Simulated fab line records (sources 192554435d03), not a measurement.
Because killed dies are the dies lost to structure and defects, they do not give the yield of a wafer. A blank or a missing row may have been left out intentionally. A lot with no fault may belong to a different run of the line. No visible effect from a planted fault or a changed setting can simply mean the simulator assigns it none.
Matching of chambers	flow n5-finfet	ald-sin-03 running N5_BEOL_M0_SAQP_SPACER1_ALD_98: 4 sister chambers
The step deposits SiO2, target thk 12.8 nm, pulse time 1 s, purge time 2 s. 4 wafers are shown with their chamber, then 9 later ones without.

## WAFERS, EACH WITH ITS CHAMBER
wafer	chamber	heater-power-w (W)
L082.5	1	556
L083.2	0	472
L083.4	2	470
L083.5	3	519

## WAFERS MISSING THEIR CHAMBER
wafer	heater-power-w (W)
L084.1	489
L084.5	585
L084.6	469
L093.1	580
L093.2	463
L093.5	496
L096.1	509
L096.3	568
L096.5	475

## EACH ONE'S CHAMBER
wafer	from the rows above	in truth
L084.1	can't be placed: 0 or 2 or 3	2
L084.5	1	1
L084.6	can't be placed: 2 or 0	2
L093.1	1	1
L093.2	can't be placed: 2 or 0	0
L093.5	can't be placed: 3 or 0 or 2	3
L096.1	can't be placed: 3 or 0 or 2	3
L096.3	1	1
L096.5	can't be placed: 0 or 2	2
Correct placement for 3 of the 9. These rows do not allow placing 6 (true chamber among the candidates in 6). 0 placed wrongly.
How it was worked out, from the rows above alone: a wafer's distance from a chamber is the root of the sum, over the readings, of the square of ((its reading less the chamber's mean) divided by the reading's scatter). The wafer belongs to the nearest chamber; if the next one is less than 2 further off, it can't be placed. For every chamber, the mean is computed from those of its wafers that are shown. The scatter: with one shown wafer a chamber, the root of the mean of the squares of how far each hidden wafer lies from its nearest shown one.
